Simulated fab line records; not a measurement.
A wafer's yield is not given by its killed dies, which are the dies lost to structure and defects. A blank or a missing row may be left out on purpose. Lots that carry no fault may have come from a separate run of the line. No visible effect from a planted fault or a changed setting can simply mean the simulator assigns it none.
Which tool did it? / flow nand_harc / Sampling: 6 lots, 18 wafers, 4 of 1302 route steps

WHAT EACH GAUGE READ, for each wafer
NHARC_A_M0_INSPECT_27.
lot=L921; measured=day 23 09:13; on=defect_inspect-01; raw_defect_count=502 625 616
lot=L923; measured=day 23 17:34; on=defect_inspect-01; raw_defect_count=377 348 322
lot=L927; measured=day 25 08:20; on=defect_inspect-02; raw_defect_count=804 599 638
lot=L929; measured=day 26 23:14; on=defect_inspect-02; raw_defect_count=406 492 344
lot=L932; measured=day 28 04:47; on=defect_inspect-02; raw_defect_count=418 511 436
lot=L937; measured=day 30 08:26; on=defect_inspect-01; raw_defect_count=611 474 587

WHAT TOOL EACH LOT RAN ON (gives the tool, then ch and the chambers of the sampled wafers, and finally the start)
lot=L921; NHARC_A_BLC_STRIP_21=rie_diel-06 ch 1,2,3, day 23 03:47; NHARC_A_BLC_PVD_32=pvd_sputter-02, day 23 06:00 or earlier; NHARC_A_M0_SOFTBAKE_04=litho_track-04 ch 0, day 23 06:00
lot=L923; NHARC_A_BLC_STRIP_21=rie_diel-06 ch 1,2, day 23 11:38; NHARC_A_BLC_PVD_32=pvd_sputter-01, day 23 14:00 or earlier; NHARC_A_M0_SOFTBAKE_04=litho_track-01 ch 0, day 23 14:00
lot=L927; NHARC_A_BLC_STRIP_21=rie_diel-06 ch 1,2, day 25 02:59; NHARC_A_BLC_PVD_32=pvd_sputter-02, day 25 05:00 or earlier; NHARC_A_M0_SOFTBAKE_04=litho_track-06 ch 0, day 25 05:00
lot=L929; NHARC_A_BLC_STRIP_21=rie_diel-07 ch 0,2,3, day 26 17:52; NHARC_A_BLC_PVD_32=pvd_sputter-03, day 26 20:00 or earlier; NHARC_A_M0_SOFTBAKE_04=litho_track-01 ch 0, day 26 20:00
lot=L932; NHARC_A_BLC_STRIP_21=rie_diel-06 ch 0,2,3, day 27 23:27; NHARC_A_BLC_PVD_32=pvd_sputter-01, day 28 01:00 or earlier; NHARC_A_M0_SOFTBAKE_04=litho_track-04 ch 0, day 28 01:00
lot=L937; NHARC_A_BLC_STRIP_21=rie_diel-06 ch 0,1,2, day 30 03:06; NHARC_A_BLC_PVD_32=pvd_sputter-01, day 30 05:00 or earlier; NHARC_A_M0_SOFTBAKE_04=litho_track-01 ch 0, day 30 05:00
- NHARC_A_BLC_STRIP_21: strips in O2.
- NHARC_A_BLC_PVD_32: deposits Ti, target thk 5 nm, time 17.7 s.
- NHARC_A_M0_SOFTBAKE_04: time 55 s.

THE ANSWER, worked out from the rows above alone
Rule: what is usual is taken from the lots themselves. The widest of any qualifying gaps counts: lots, ordered by their means at a reading, are off when they make up no more than a third of the lots, leave a main group of 4 or more, and stand apart from it by 3 or more times the standard deviation of that group's means. If all means in a main group match to the digits the tables above print for the reading, that group is not used. Also off: a lot with no number at a reading for which 4 or more lots have one. The other lots that the step has rows for count as sound.
Across all readings shown, no lot is off: no conclusion can be drawn from this.

WHAT WAS PUT IN BY THE SIMULATOR
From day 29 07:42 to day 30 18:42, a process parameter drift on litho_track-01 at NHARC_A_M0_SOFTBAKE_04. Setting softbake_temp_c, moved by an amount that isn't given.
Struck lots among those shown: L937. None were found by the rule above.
